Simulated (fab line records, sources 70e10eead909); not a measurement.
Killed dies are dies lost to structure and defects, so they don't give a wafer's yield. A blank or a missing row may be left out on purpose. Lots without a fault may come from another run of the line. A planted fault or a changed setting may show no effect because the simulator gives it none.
Which tool did it? | flow nand_harc | 14 lots, 42 wafers sampled, at 4 steps of a route of 1302

WHAT THE GAUGES READ, wafer by wafer
NHARC_A_ONON_D1_THK_MEAS_02: measures by ellipsometry.
lot  | measured     | on            | thk_nm (nm)
L389 | day 7 20:13  | film_metro-02 | 982 981 981
L390 | day 7 20:13  | film_metro-01 | 989 987 987
L392 | day 8 21:38  | film_metro-01 | 992 993 993
L396 | day 10 11:29 | film_metro-02 | 981 982 982
L397 | day 11 02:54 | film_metro-01 | 998 997 997
L401 | day 13 01:05 | film_metro-02 | 997 996 996
L402 | day 13 01:05 | film_metro-01 | 993 992 992
L404 | day 13 15:45 | film_metro-02 | 1000 1000 1001
L405 | day 14 09:31 | film_metro-02 | 1013 1012 1013
L407 | day 15 01:56 | film_metro-02 | 985 986 985
L408 | day 15 10:55 | film_metro-02 | 996 994 996
L410 | day 16 07:27 | film_metro-01 | 1002 1001 1000
L411 | day 17 01:28 | film_metro-01 | 1013 1011 1012
L412 | day 17 04:51 | film_metro-02 | 990 987 987

NHARC_A_ONON_D1_THK_MEAS_14: measures by ellipsometry.
lot  | measured     | on            | thk_nm (nm)
L389 | day 7 22:29  | film_metro-02 | 1002 1002 1003
L390 | day 7 22:28  | film_metro-02 | 1000 998 1001
L392 | day 8 23:55  | film_metro-01 | 1002 1002 1002
L396 | day 10 13:46 | film_metro-01 | 993 990 993
L397 | day 11 05:10 | film_metro-02 | 1000 1001 999
L401 | day 13 03:20 | film_metro-02 | 989 989 989
L402 | day 13 03:23 | film_metro-01 | 1004 1001 1004
L404 | day 13 18:01 | film_metro-02 | 999 998 999
L405 | day 14 11:46 | film_metro-02 | 1007 1007 1007
L407 | day 15 04:12 | film_metro-01 | 999 999 999
L408 | day 15 13:11 | film_metro-02 | 991 990 991
L410 | day 16 09:43 | film_metro-01 | 1002 1002 1003
L411 | day 17 03:44 | film_metro-01 | 1000 1002 1000
L412 | day 17 07:05 | film_metro-01 | 1013 1011 1013

NHARC_END_SORT_01.
lot  | measured     | on        | killed_at_array | killed_at_other | killed_at_periphery | killed_dies | killed_open | killed_short
L389 | day 24 15:43 | prober-02 | 67 62 68        | 0 0 0           | 5 3 6               | 72 65 74    | 4 5 5       | 3 4 6
L390 | day 24 15:40 | prober-01 | 81 80 68        | 3 0 1           | 7 2 5               | 91 82 74    | 4 3 3       | 1 2 2
L392 | day 24 23:29 | prober-01 | 29 25 24        | 1 0 0           | 6 7 4               | 36 32 28    | 7 4 3       | 3 4 2
L396 | day 27 02:58 | prober-01 | 667 672 669     | 0 0 0           | 10 5 8              | 677 677 677 | 0 6 3       | 3 2 3
L397 | day 27 18:48 | prober-02 | 675 674 670     | 1 1 0           | 1 2 7               | 677 677 677 | 2 3 2       | 4 2 2
L401 | day 30 23:59 | prober-02 | 64 69 58        | 1 0 1           | 1 0 2               | 66 69 61    | 2 3 4       | 5 3 4
L402 | day 29 17:56 | prober-01 | 39 38 41        | 0 2 0           | 5 3 2               | 44 43 43    | 3 4 5       | 4 4 1
L404 | day 30 15:26 | prober-01 | 26 23 39        | 0 0 0           | 5 4 4               | 31 27 43    | 3 5 6       | 3 2 0
L405 | day 31 06:13 | prober-02 | 87 83 88        | 2 1 0           | 4 2 3               | 93 86 91    | 4 5 2       | 2 4 6
L407 | day 31 18:36 | prober-01 | 46 54 46        | 0 0 0           | 5 6 3               | 51 60 49    | 1 3 1       | 1 4 4
L408 | day 31 18:39 | prober-02 | 36 36 32        | 2 1 2           | 7 11 6              | 45 48 40    | 2 3 1       | 4 3 1
L410 | day 32 18:53 | prober-01 | 91 87 98        | 1 1 0           | 5 4 4               | 97 92 102   | 5 2 2       | 2 3 1
L411 | day 33 13:04 | prober-01 | 49 42 38        | 4 3 0           | 7 2 4               | 60 47 42    | 6 2 5       | 3 3 2
L412 | day 33 04:24 | prober-02 | 38 50 56        | 0 0 0           | 5 4 2               | 43 54 58    | 6 4 2       | 4 1 1

WHICH TOOL RAN EACH LOT (tool, then ch and the chambers of the sampled wafers, then the start)
lot  | NHARC_A_ONON_D1_DEP_16
L389 | pecvd_onon-04 ch 0, day 8 05:46
L390 | pecvd_onon-01 ch 0, day 8 05:46
L392 | pecvd_onon-03 ch 0, day 9 07:13
L396 | pecvd_onon-01, day 10 21:20
L397 | pecvd_onon-01, day 11 12:26
L401 | pecvd_onon-01 ch 0, day 13 10:45
L402 | pecvd_onon-03 ch 0, day 13 10:38
L404 | pecvd_onon-01 ch 0, day 14 04:49
L405 | pecvd_onon-03 ch 0, day 14 19:13
L407 | pecvd_onon-04 ch 0, day 15 12:00
L408 | pecvd_onon-01 ch 0, day 15 20:26
L410 | pecvd_onon-03 ch 0, day 16 16:58
L411 | pecvd_onon-03 ch 0, day 17 12:46
L412 | pecvd_onon-01 ch 0, day 17 12:46
- NHARC_A_ONON_D1_DEP_16: target thk 1000 nm.

WHAT THE TOOLS THEMSELVES READ (means of the sampled wafers that have a number; where no wafer has one, the mark that the record gives instead)
NHARC_A_ONON_D1_DEP_16.
lot  | tool          | n2_flow_sccm (sccm) | n2o_flow_sccm (sccm)
L389 | pecvd_onon-04 | 2754                | 1998
L390 | pecvd_onon-01 | 2749                | 1995
L392 | pecvd_onon-03 | 2760                | 2014
L396 | pecvd_onon-01 | -                   | -
L397 | pecvd_onon-01 | -                   | -
L401 | pecvd_onon-01 | 2752                | 2000
L402 | pecvd_onon-03 | 2746                | 2000
L404 | pecvd_onon-01 | 2758                | 1998
L405 | pecvd_onon-03 | 2748                | 1998
L407 | pecvd_onon-04 | 2750                | 2003
L408 | pecvd_onon-01 | 2741                | 2002
L410 | pecvd_onon-03 | 2750                | 1996
L411 | pecvd_onon-03 | 2757                | 1999
L412 | pecvd_onon-01 | 2751                | 1991

THE ANSWER, worked out from the rows above alone
Rule: what is usual is taken from the lots themselves. Put in order of their means at a reading, lots are off if they are a third of the lots or fewer, leave a main group of 4 or more, and stand apart from it by a gap of 3 or more times the standard deviation of the main group's means; of several such gaps the widest counts. A main group whose means are all the same, to the digits that the tables above print for the reading, isn't used. A lot without any number at a reading at which 4 lots or more have one is off too. The other lots that the step has rows for count as sound. The gauges are gone through in route order, then the tools' own readings, and for those a lot's mean is taken as printed above. The first step at which some lot is off is used, and at that step the reading that is off furthest; a lot without a number counts as furthest.
Off: L396, L397, at NHARC_END_SORT_01 (killed_dies). The main group: mean 59, standard deviation 21.
A tool fits if, at a process step before that reading, it ran every lot that is off, and no sound lot after the first of them. The gauges at NHARC_END_SORT_01 aren't tried: what is off there is off at NHARC_A_ONON_D1_DEP_16 too, on other tools, and a gauge's error can't cause that. None of those tried fits.

WHAT THE SIMULATOR HAD PUT IN
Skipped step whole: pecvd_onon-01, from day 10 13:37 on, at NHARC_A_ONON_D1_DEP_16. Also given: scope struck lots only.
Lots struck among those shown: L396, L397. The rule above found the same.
